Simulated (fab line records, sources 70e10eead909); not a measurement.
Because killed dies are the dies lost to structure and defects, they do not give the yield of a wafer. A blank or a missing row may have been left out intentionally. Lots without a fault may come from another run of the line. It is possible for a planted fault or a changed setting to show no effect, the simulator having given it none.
fab line records	flow nand-harc
record lots=11	wafers=33	last-day=24
route steps=1159 shown A_CHANNEL_HOLE_D1@483 A_CHANNEL_FILL_D1@496 END@1159
lots untouched by any fault: they come from a run of this same line in which no faults occurred
start-h: hours from the record's first day to the start of the lot's first wafer shown	wait-h: time in hours since the lot's previous step	" unchanged from the row above	L1.1+2: a row that stands for several wafers	- value missing, or start not given	* or withheld: withheld	< > ~ a bound
route shown NAME@n: names a module that has steps shown in the file, with the first one's number in the route	usual: mean/standard deviation of fault-free wafers	same: alike in all rows	chamber/n: place in a boat	sites: each site's reading	_std_site: standard deviation across them	_edge_site: mean of outer sites minus mean of inner sites	radius-mm: how far each site lies from the wafer's centre	mask NAME#n: copy n	behind: the most recent tool/chamber to have shaped the wafer	hold: the reason the lot was held/the length of the hold in hours/how it ended	device: whichever transistor did not switch (one of n, p or np)	end of line: tests run on the same wafers once the route is complete	a step without rows: its recipe alone	killed: not the wafer's yield, but the dies lost to structure and defects at the first sort	map: a wafer's dies, marking killed ones x, the rest . and places with no die _
set.NAME: the setting as run; set.NAME@STEP: as run at that earlier step	model.NAME: the simulator's own value behind a step, which no gauge read
the route's steps for a sample of lots (tables are steps, rows are wafers)
services: from which hour (start-h, from the record's first day; less than 0 if before it) a tool's chamber was out of use, for how many hours, and why
## steps
# step NHARC_A_CHANNEL_HOLE_D1_ETCH_44
# recipe target-depth-a=1400	overetch-a=140	time-s=77	ion-energy-ev=100	cf4-flow-sccm=80	o2-flow-sccm=20	ar-flow-sccm=0	rf-w=300	bias-w=100	chemistry=CF4/O2
# usual drypump-motor-current-A=5.8/0.63	oes-product-au=0.997/0.011	rf-vpp-V=197.6/1.3	showerhead-plenum-p-Torr=1.33/0.049	throttle-valve-pct=13.398/0.0085
lot.wafer	tool	chamber	start-h	wait-h	drypump-motor-current-A	oes-product-au	rf-hours-counter-h	rf-vpp-V	showerhead-plenum-p-Torr	throttle-valve-pct
L202.2	rie-diel-06	3	184.37	0.1	5.6	1.011	6	200.3	1.36	13.405
L202.4	"	1	"	"	6.2	0.998	8	199.1	1.39	13.397
L202.6	"	3	"	"	5.6	0.996	-	199.2	1.36	13.391
L204.4	rie-diel-12	2	185.95	0.1	5.2	1.009	11	196.1	1.25	13.396
L204.5	"	0	"	"	6.1	0.990	-	196.1	1.29	13.391
L204.6	"	1	"	"	6.0	0.996	-	194.8	1.25	13.404
L203.1	rie-diel-12	0	193.36	0.1	6.1	0.995	11	199.8	1.29	13.408
L203.2	"	2	"	"	5.2	1.013	12	196.1	1.25	13.401
L203.6	"	0	"	"	6.1	0.997	-	195.7	1.29	13.389
L206.4	rie-diel-06	1	202.59	0.1	6.2	0.994	10	199.5	1.39	13.394
L206.2	"	2	"	"	4.8	0.980	8	197.8	1.30	13.399
L206.5	"	2	"	"	4.8	0.990	-	197.4	1.30	13.396
L205.1	rie-diel-06	1	203.34	0.1	6.2	1.006	10	199.0	1.39	13.404
L205.3	"	3	"	"	5.6	1.007	8	197.7	1.36	13.392
L205.5	"	0	"	"	6.3	0.978	-	198.4	1.32	13.404
L212.1	rie-diel-05	0	236.55	0.1	6.1	1.004	4	197.0	1.35	13.400
L212.3	"	1	"	"	6.7	0.992	4	197.3	1.34	13.398
L212.2	"	2	"	"	4.7	1.013	3	199.7	1.44	13.378
L213.2	rie-diel-05	1	246.56	0.1	6.7	0.991	5	198.2	1.34	13.389
L213.1	"	0	"	"	6.1	1.012	5	198.4	1.35	13.408
L213.5	"	3	"	"	6.5	0.995	-	198.4	1.34	13.406
L218.1	rie-diel-12	1	273.68	0.1	6.0	1.005	5	196.2	1.25	13.391
L218.5	"	2	"	"	5.2	0.999	-	195.4	1.25	13.390
L218.6	"	3	"	"	5.2	0.994	-	196.9	1.33	13.399
L217.1	rie-diel-06	1	275.15	0.0	6.2	0.984	1	198.0	1.39	13.387
L217.4	"	2	"	"	4.8	0.981	1	197.4	1.30	13.389
L217.5	"	1	"	"	6.2	0.983	-	198.5	1.39	13.402
L222.2	rie-diel-05	0	300.28	0.1	6.1	1.001	9	198.1	1.35	13.397
L222.4	"	2	"	"	4.7	1.007	7	199.2	1.44	13.395
L222.5	"	0	"	"	6.1	1.006	-	197.1	1.35	13.409
L224.2	rie-diel-05	0	309.37	0.1	6.1	1.024	10	197.8	1.35	13.407
L224.5	"	3	"	"	6.6	0.990	-	198.6	1.34	13.404
L224.4	"	0	"	"	6.1	1.016	-	197.3	1.35	13.392
# step NHARC_A_CHANNEL_FILL_D1_ALD_16
# recipe target-thk-a=15	pulse-time-s=10	ald-cycles=15	temp-c=300	material=SiO2
# usual ald-cycles=15/0	heater-power-w=450/39	precursor-pulse-height-rel=1.000/0.02	susceptor-temp-C=299.97/0.21
lot.wafer	tool	chamber	start-h	wait-h	ald-cycles	heater-power-w	precursor-pulse-height-rel	susceptor-temp-C
L202.2	ald-hk-04	0	197.79	0.1	15	489	1.003	300.04
L202.4	"	2	"	"	15	409	1.010	299.64
L202.6	"	3	"	"	15	372	1.043	300.16
L204.4	ald-hk-01	0	197.84	0.1	15	487	1.007	300.32
L204.5	"	1	"	"	15	463	1.034	299.91
L204.6	"	2	"	"	15	467	0.996	299.76
L203.2	ald-hk-01	1	206.76	0.0	15	471	1.014	300.00
L203.1	"	3	"	"	15	413	0.995	299.74
L203.6	"	1	"	"	15	485	0.996	299.82
L206.4	ald-hk-01	2	217.04	1.1	15	463	1.021	299.95
L206.2	"	3	"	"	15	417	0.983	299.72
L206.5	"	2	"	"	15	466	0.988	300.14
L205.1	ald-hk-01	3	217.23	1.3	15	413	0.993	300.05
L205.3	"	1	"	"	15	485	1.015	300.06
L205.5	"	2	"	"	15	463	0.999	300.25
L212.3	ald-hk-01	0	249.97	0.2	15	474	1.002	300.10
L212.2	"	1	"	"	15	471	0.996	300.01
L212.1	"	2	"	"	15	474	1.004	299.69
L213.1	ald-hk-01	2	260.12	0.0	15	477	1.017	299.92
L213.2	"	1	"	"	15	479	0.970	299.99
L213.5	"	3	"	"	15	422	1.010	300.06
L218.1	ald-hk-01	2	288.50	0.1	15	480	0.995	299.89
L218.6	"	3	"	"	15	416	0.986	299.85
L218.5	"	0	"	"	15	487	1.013	299.88
L217.4	ald-hk-01	1	288.61	0.2	15	481	0.989	300.34
L217.1	"	2	"	"	15	489	0.972	300.06
L217.5	"	0	"	"	15	469	0.997	299.83
L222.4	ald-hk-04	0	316.30	2.6	15	492	0.980	300.26
L222.2	"	1	"	"	15	425	0.979	299.69
L222.5	"	3	"	"	15	379	0.997	299.90
L224.2	ald-hk-01	2	321.67	0.4	15	490	0.985	299.52
L224.4	"	3	"	"	15	430	1.029	300.09
L224.5	"	2	"	"	15	481	1.023	299.94
# step NHARC_A_CHANNEL_FILL_D1_ALD_25
# recipe target-thk-a=600	pulse-time-s=10	ald-cycles=600	temp-c=300	material=SiOx
# usual ald-cycles=600/0	heater-power-w=438/49	precursor-pulse-height-rel=1.000/0.02	susceptor-temp-C=300.03/0.18
lot.wafer	tool	chamber	start-h	wait-h	ald-cycles	heater-power-w	precursor-pulse-height-rel	susceptor-temp-C
L204.4	ald-hk-01	2	221.89	0.7	600	464	1.014	299.77
L204.5	"	1	223.71	2.5	600	479	1.020	299.89
L204.6	"	2	"	"	600	476	1.023	300.05
L202.2	ald-hk-04	0	221.89	0.7	600	494	0.982	300.23
L202.4	"	1	"	"	600	421	0.981	300.26
L202.6	"	3	223.72	2.5	600	370	1.006	299.87
L203.2	ald-hk-03	2	230.50	0.1	600	515	1.000	300.36
L203.1	"	0	231.71	1.3	600	428	1.023	299.93
L203.6	"	3	233.54	3.1	600	397	0.997	300.24
L205.1	ald-hk-04	1	240.59	0.1	600	422	1.007	299.93
L205.3	"	2	"	"	600	409	0.958	299.89
L205.5	"	1	243.07	2.5	600	429	0.991	300.01
L206.2	ald-hk-03	1	241.38	0.8	600	359	1.019	299.70
L206.4	"	3	242.60	2.1	600	380	1.004	300.31
L206.5	"	1	243.83	3.3	600	369	1.016	299.70
L212.1	ald-hk-01	0	273.36	0.1	600	483	0.985	300.12
L212.2	"	1	"	"	600	484	1.031	299.75
L212.3	"	3	275.22	1.9	600	411	1.011	299.98
L213.1	ald-hk-04	3	285.47	0.1	600	379	1.019	300.18
L213.2	"	2	287.33	1.9	600	405	0.992	300.16
L213.5	"	0	288.56	3.1	719	490	1.002	299.88
L218.1	ald-hk-03	3	312.55	0.1	600	386	1.033	-
L218.5	"	3	314.95	2.5	600	395	0.991	-
L218.6	"	0	"	"	600	447	0.998	-
L217.1	ald-hk-01	1	313.17	0.7	600	486	1.028	300.30
L217.4	"	3	314.40	1.9	600	428	1.008	300.04
L217.5	"	1	315.63	3.1	600	475	0.997	300.19
L222.2	ald-hk-03	0	340.48	0.7	600	464	0.972	-
L222.4	"	2	341.69	1.9	600	530	1.037	-
L222.5	"	0	342.89	3.1	600	474	1.020	-
L224.2	ald-hk-01	1	345.87	0.1	600	478	1.035	299.89
L224.4	"	3	347.10	1.3	600	420	1.010	299.88
L224.5	"	1	348.34	2.5	600	475	0.984	299.78
# step NHARC_A_CHANNEL_FILL_D1_STRIP_29
# recipe time-s=20	o2-flow-sccm=500	ar-flow-sccm=0	bias-w=0	chemistry=O2
# usual drypump-motor-current-A=5.8/0.42	oes-product-au=1.000/0.01	rf-vpp-V=57.6/0.94	showerhead-plenum-p-Torr=3.46/0.14	throttle-valve-pct=17.035/0.0095
lot.wafer	tool	chamber	start-h	wait-h	drypump-motor-current-A	oes-product-au	rf-hours-counter-h	rf-vpp-V	showerhead-plenum-p-Torr	throttle-valve-pct
L204.4	rie-diel-01	0	-	-	5.3	0.996	3	56.3	3.34	17.034
L204.5	"	0	"	"	5.3	0.997	-	58.5	3.34	17.019
L204.6	"	1	"	"	6.3	0.995	-	57.8	3.33	17.032
L202.4	rie-diel-13	2	-	-	6.1	1.006	21	58.0	3.63	17.030
L202.2	"	3	"	"	5.1	1.011	21	56.7	3.47	17.030
L202.6	"	0	"	"	5.6	1.017	-	56.6	3.55	17.028
L203.1	rie-diel-13	3	-	-	5.1	0.995	23	56.4	3.47	17.045
L203.2	"	1	"	"	6.1	0.979	22	57.5	3.51	17.011
L203.6	"	0	"	"	5.6	1.007	-	57.6	3.55	17.045
L206.2	rie-diel-01	3	246.49	0.1	5.6	0.994	4	57.8	3.72	17.032
L206.4	"	3	"	"	5.6	0.987	-	58.9	3.72	17.033
L206.5	"	2	"	"	6.1	0.989	-	58.1	3.30	17.033
L205.3	rie-diel-13	2	246.50	0.3	6.2	1.000	26	58.9	3.63	17.040
L205.1	"	1	"	"	6.1	0.990	25	58.0	3.51	17.023
L205.5	"	1	"	"	6.1	0.981	-	58.2	3.51	17.022
L212.2	rie-diel-07	3	-	-	6.0	1.015	1	59.9	3.35	17.024
L212.1	"	1	"	"	6.6	0.998	1	57.8	3.38	17.041
L212.3	"	2	"	"	5.7	0.989	1	57.5	3.67	17.052
L213.2	rie-diel-01	0	-	-	5.3	0.999	5	57.4	3.34	17.025
L213.1	"	1	"	"	6.2	1.002	5	55.1	3.33	17.034
L213.5	"	0	"	"	5.3	1.009	-	56.7	3.34	17.026
L218.1	rie-diel-13	2	-	-	6.2	0.998	7	58.6	3.62	17.032
L218.5	"	1	"	"	6.1	0.986	-	57.9	3.50	17.036
L218.6	"	2	"	"	6.2	1.008	-	58.9	3.62	17.033
L217.1	rie-diel-13	1	-	-	6.1	0.993	7	56.5	3.50	17.040
L217.4	"	0	"	"	5.6	1.006	6	57.5	3.54	17.035
L217.5	"	2	"	"	6.1	0.998	-	56.3	3.62	17.046
L222.2	rie-diel-07	0	345.53	0.1	5.5	0.995	3	58.0	3.32	17.041
L222.4	"	1	"	"	6.6	1.000	-	55.3	3.38	17.024
L222.5	"	3	"	"	6.0	1.000	-	58.1	3.35	17.034
L224.4	rie-diel-07	2	-	-	5.7	0.999	2	57.6	3.67	17.033
L224.2	"	3	"	"	6.0	1.009	3	57.4	3.35	17.026
L224.5	"	1	"	"	6.6	1.011	-	58.3	3.38	17.037
# step NHARC_END_SORT_01
# recipe temp-c=25
# usual killed-at-array=27/8.8	killed-at-other=0.4/0.82	killed-at-periphery=3.1/2.1	killed-dies=31/8.8	killed-open=3.3/2	killed-short=2.0/1.4
# same gross-dies=677
lot.wafer	tool	chamber	start-h	wait-h	killed-at-array	killed-at-other	killed-at-periphery	killed-dies	killed-open	killed-short
L213.1	prober-02	0	517.07	2.5	9	0	5	14	2	3
L213.2	prober-02	0	517.87	2.8	18	0	2	20	2	0
L213.5	prober-02	0	520.29	3.7	19	0	4	23	10	1
L217.1	prober-02	0	524.84	2.5	24	0	3	27	2	3
L217.4	prober-02	0	527.26	3.4	25	1	3	29	2	4
L217.5	prober-02	0	528.06	3.7	19	0	4	23	2	2
# killed by level:class
L213.1 P_GATE:chamber-film-flake=2 A_CHANNEL_HOLE_D1:chamber-film-flake=2 P_M1:geometric-particle:short=1 A_CHANNEL_FILL_D1:geometric-particle:short=1 A_SGD_CUT:geometric-particle:short=1 A_CONTACT:geometric-particle:open=1 A_BLC:geometric-particle:open=1 P_STI:chamber-film-flake=1
L213.2 A_CHANNEL_HOLE_D1:chamber-film-flake=5 A_WL_FILL:chamber-film-flake=4 A_CONTACT:chamber-film-flake=4 A_STAIRCASE:chamber-film-flake=2 A_CHANNEL_FILL_D1:geometric-particle:open=1 A_CONTACT:geometric-particle:open=1 P_STI:chamber-film-flake=1 P_GATE:chamber-film-flake=1
L213.5 A_CHANNEL_HOLE_D1:chamber-film-flake=4 A_STAIRCASE:chamber-film-flake=3 A_CONTACT:geometric-particle:open=2 A_BLC:geometric-particle:open=2 A_WL_FILL:chamber-film-flake=2 P_CONTACT:geometric-particle:open=1 P_M0:geometric-particle:open=1 P_M1:geometric-particle:open=1
L217.1 A_CHANNEL_HOLE_D1:chamber-film-flake=18 P_M0:geometric-particle:short=1 A_ONON_D1:geometric-particle:short=1 A_CHANNEL_FILL_D1:geometric-particle:open=1 A_CONTACT:geometric-particle:open=1 A_CONTACT:geometric-particle:short=1 P_ZERO_WELL:chamber-film-flake=1 P_GATE:chamber-film-flake=1
L217.4 A_CHANNEL_HOLE_D1:chamber-film-flake=18 P_GATE:chamber-film-flake=2 P_M2:geometric-particle:open=1 A_CHANNEL_HOLE_D1:geometric-particle:short=1 A_CHANNEL_FILL_D1:geometric-particle:short=1 A_CHANNEL_FILL_D1:geometric-particle:open=1 A_WL_FILL:geometric-particle:short=1 STARTING-WAFER:geometric-particle:short=1
L217.5 A_CHANNEL_HOLE_D1:chamber-film-flake=15 P_GATE:chamber-film-flake=3 P_CONTACT:geometric-particle:open=1 A_ONON_D1:geometric-particle:short=1 A_CHANNEL_FILL_D1:geometric-particle:short=1 A_BLC:geometric-particle:open=1 A_STAIRCASE:chamber-film-flake=1
## services
tool	chamber	start-h	hours	kind
rie-diel-01	-	163.42	0.8	repair
rie-diel-05	-	169.94	9.0	pm
rie-diel-07	2	173.27	8.1	repair
ald-hk-03	-	185.47	0.8	repair
ald-hk-04	-	186.97	10.0	pm
rie-diel-12	-	202.56	9.0	pm
ald-hk-03	-	212.30	13.6	repair
rie-diel-07	-	228.20	9.0	pm
ald-hk-01	-	230.80	10.0	pm
rie-diel-01	1	234.49	16.3	repair
rie-diel-01	2	238.04	8.0	repair
rie-diel-12	1	239.65	10.6	repair
rie-diel-13	3	240.82	10.0	repair
rie-diel-06	-	241.49	9.0	pm
rie-diel-05	2	246.10	8.9	repair
rie-diel-13	1	252.75	2.7	repair
rie-diel-13	-	276.00	9.0	pm
rie-diel-05	3	294.07	3.3	repair
rie-diel-05	2	308.34	3.2	repair
rie-diel-06	2	321.23	2.6	repair
ald-hk-03	-	322.55	10.0	pm
rie-diel-06	3	336.07	35.7	repair
rie-diel-13	0	346.28	8.2	repair
rie-diel-05	-	346.94	9.0	pm
## key
first-sign step=NHARC_A_CHANNEL_FILL_D1_ALD_25	reading=ald-cycles	direction=up	sigmas=99+	usual=600	struck=719
effect none on later readings
met-at NHARC_A_CHANNEL_FILL_D1_ALD_25
struck-lots L213
struck-wafers L213.5
tester-left-out L213
not-acting-at NHARC_A_CHANNEL_HOLE_D1_ETCH_44,NHARC_A_CHANNEL_FILL_D1_ALD_16,NHARC_A_CHANNEL_FILL_D1_STRIP_29
onset-between 221.89 285.47
fault kind=process-parameter-drift	tool=ald-hk-04	chamber=0	onset-h=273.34	steps=NHARC_A_CHANNEL_FILL_D1_ALD_25	channel=ald-cycles	offset=119	shape=step	end-h=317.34	acts-in=these-recipes-only	stated=600
# tester-left-out: of these lots the tester's yield and bins aren't shown, on N5 and GAA mostly nor the transistor test; their killed dies are dies lost to structure and defects alone, not to doping, threshold or leakage, so they don't give the yield
